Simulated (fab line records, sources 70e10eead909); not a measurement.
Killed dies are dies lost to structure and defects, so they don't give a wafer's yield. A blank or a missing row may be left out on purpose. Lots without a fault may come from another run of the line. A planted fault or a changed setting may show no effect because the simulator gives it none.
Problem report in the 8D (eight disciplines) form, filled by code | flow nand_harc | the parts of the form that need people (team, actions taken, sign-off) are left out

1. THE PROBLEM
run_length_s at NHARC_A_STAIRCASE_TRIM_196 reads a mean of 164.7 s on 2 wafers of 2 lots; wafers without a fault read 232.4 s with a standard deviation of 0.54. That is -99 or more standard deviations from the usual mean.
The step: chemistry O2, time 211.2 s.
First seen on wafer L758.5, day 14 20:06, on rie_diel-04. The record holds 33 wafers of 11 lots with a number at this step. Rule for "out", or "out of limits": more than 4 standard deviations from the usual mean. The other wafers with a number count as sound.

2. WHAT IT IS AND WHAT IT IS NOT
question                    | is                | is not
which readings at this step | run_length_s      | drypump_motor_current_A, oes_product_au, rf_vpp_V, showerhead_plenum_p_Torr, throttle_valve_pct
which lots                  | L758, L759        | L745, L749, L750, L751, L753, L754, L757, L762, L765
which wafers of those lots  | L758.5, L759.5    | L758.3, L758.6, L759.1, L759.4
read on which tools         | rie_diel-04       | rie_diel-05, rie_diel-06
when                        | from day 14 20:06 | up to then (23 sound wafers); but 8 sound wafers of L759, L762, L765 came after

3. SUSPECTS, AND WHAT RULES EACH OUT
Counting: a tool at a process step up to the reading stays a suspect if it ran every lot that is out. Sound lots after the first of them don't rule it out here, since some wafers of a struck lot are sound.
- rie_diel-04 at NHARC_A_STAIRCASE_TRIM_196 (chemistry O2, time 211.2 s): kept. It ran every lot that is out, first L758 (day 14 20:06); its last sound lot up to then is L754 (day 14 13:00). Its own readings are out on those wafers: run_length_s.
- Within rie_diel-04 at NHARC_A_STAIRCASE_TRIM_196: the wafers that are out ran in chamber 0; their sound lot-mates ran in chambers 1, 2.
Left after counting: rie_diel-04 at NHARC_A_STAIRCASE_TRIM_196.

4. THE CAUSE (what the simulator had put in)
Process parameter drift: rie_diel-04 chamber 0, from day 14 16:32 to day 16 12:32, at NHARC_A_STAIRCASE_TRIM_196. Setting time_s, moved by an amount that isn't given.
Counting left only this tool.

5. THE CHAIN OF EFFECTS, in route order
Each row: a reading whose mean over the struck wafers that have a number lies more than 3 standard deviations from the usual. Only readings for which the record gives a usual standard deviation are gone through. hours: the time from each lot's start at the first step in this table that gives one to its start at this step, as a median over the lots. sigmas: the change in usual standard deviations.
hours | step                       | reading      | usual   | on struck wafers | change | sigmas
0     | NHARC_A_STAIRCASE_TRIM_196 | run_length_s | 232.4 s | 164.7            | -67.8  | -99 or more
The process steps in it:
- NHARC_A_STAIRCASE_TRIM_196: chemistry O2, time 211.2 s.
Later measuring or inspecting steps at which every struck wafer that the step has a row for has a number for every such reading, and none has moved that far: NHARC_END_SORT_01.

6. WHAT WOULD HAVE CAUGHT IT SOONER
In this record the first reading out of limits was taken at day 14 20:06, 4 hours after the fault began at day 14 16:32.
